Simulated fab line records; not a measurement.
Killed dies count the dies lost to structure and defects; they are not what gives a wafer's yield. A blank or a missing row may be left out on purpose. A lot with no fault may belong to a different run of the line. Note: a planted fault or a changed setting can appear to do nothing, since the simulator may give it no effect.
Matching of chambers | flow n5-finfet | rie-diel-05 running N5_MOL_CONTACT_COAG_STRIP_72: 4 sister chambers
The step strips in N2/H2. 8 wafers are shown with their chamber, then 8 later ones without.

## WAFERS WITH THEIR CHAMBER
wafer  | chamber | drypump-motor-current-A (A) | showerhead-plenum-p-Torr (Torr)
L079.3 | 3       | 5.6                         | 2.61
L084.6 | 0       | 6.3                         | 2.42
L088.1 | 1       | 4.9                         | 2.53
L088.5 | 1       | 4.9                         | 2.53
L090.1 | 3       | 5.6                         | 2.60
L090.2 | 2       | 6.0                         | 2.46
L090.6 | 0       | 6.3                         | 2.42
L093.1 | 2       | 5.9                         | 2.46

## WAFERS MISSING THEIR CHAMBER
wafer  | drypump-motor-current-A (A) | showerhead-plenum-p-Torr (Torr)
L093.5 | 6.3                         | 2.41
L093.6 | 6.0                         | 2.46
L094.2 | 6.3                         | 2.41
L094.3 | 4.9                         | 2.52
L094.5 | 4.9                         | 2.52
L097.1 | 4.9                         | 2.52
L097.4 | 4.9                         | 2.52
L097.5 | 4.9                         | 2.52

## WHICH CHAMBER EACH ONE RAN IN
wafer  | from the rows above | in truth
L093.5 | 0                   | 0
L093.6 | 2                   | 2
L094.2 | 0                   | 0
L094.3 | 1                   | 1
L094.5 | 1                   | 1
L097.1 | 1                   | 1
L097.4 | 1                   | 1
L097.5 | 1                   | 1
Placed correctly: 8 of 8. From these rows, 0 cannot be placed. Wrongly placed: 0.
How it was worked out, from the rows above alone: a wafer's distance from a chamber is the root of the sum, over the readings, of the square of ((its reading less the chamber's mean) divided by the reading's scatter). If the next closest chamber is less than 2 further off than the closest, the wafer can't be placed; otherwise it belongs to the closest. The mean given for a chamber averages the wafers shown for that chamber. The scatter: take each reading less its chamber's mean, square it, sum over the shown wafers, divide by the number of wafers less the number of chambers, and take the root.
